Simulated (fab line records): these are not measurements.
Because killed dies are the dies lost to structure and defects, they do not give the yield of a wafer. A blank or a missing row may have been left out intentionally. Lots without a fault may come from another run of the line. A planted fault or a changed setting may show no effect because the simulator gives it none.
Matching of chambers | flow n5 finfet | N5_BEOL_M11_CURE_72 on uv cure-03 has 3 sister chambers
The step cures SiCOH lowk, time 120 s. 6 wafers are shown with their chamber, then 7 later ones without.

== WAFERS WITH THEIR CHAMBER ==
wafer  | chamber | wafer_temp_C_max | lamp power pct (%)
L074.5 | 2       | 371.0            | 52.40
L074.6 | 2       | 372.0            | 52.28
L079.4 | 1       | 370.7            | 52.22
L079.6 | 1       | 370.9            | 52.34
L089.2 | 0       | 371.4            | 52.24
L089.3 | 0       | 371.8            | 52.40

== WAFERS WITHOUT THEIR CHAMBER ==
wafer  | wafer_temp_C_max | lamp power pct (%)
L089.6 | 372.1            | 52.31
L095.1 | 370.9            | 52.33
L095.3 | 371.5            | 52.39
L095.4 | 371.1            | 52.40
L094.2 | 371.5            | 52.37
L094.3 | 372.1            | 52.32
L094.4 | 372.5            | 52.32

== WHICH CHAMBER EACH WENT THROUGH ==
wafer  | from the rows above          | in truth
L089.6 | can't be placed: 0 or 2 or 1 | 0
L095.1 | can't be placed: 1 or 2 or 0 | 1
L095.3 | can't be placed: 2 or 0 or 1 | 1
L095.4 | can't be placed: 2 or 0 or 1 | 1
L094.2 | can't be placed: 2 or 0 or 1 | 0
L094.3 | can't be placed: 0 or 2 or 1 | 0
L094.4 | can't be placed: 0 or 2 or 1 | 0
Correctly placed: 0 of 7. Cannot be placed on the basis of these rows: 7; the candidates contain the true chamber in 7. 0 placed wrongly.
How it was worked out, from the rows above alone: a wafer's distance from a chamber is the root of the sum, over the readings, of the square of ((its reading less the chamber's mean) divided by the reading's scatter). The wafer belongs to the nearest chamber; if the next one is less than 2 further off, it can't be placed. A chamber's mean is the mean of its shown wafers. The scatter is the square root of a quotient: the sum, over the shown wafers, of each reading's squared deviation from its chamber's mean, divided by wafers minus chambers.
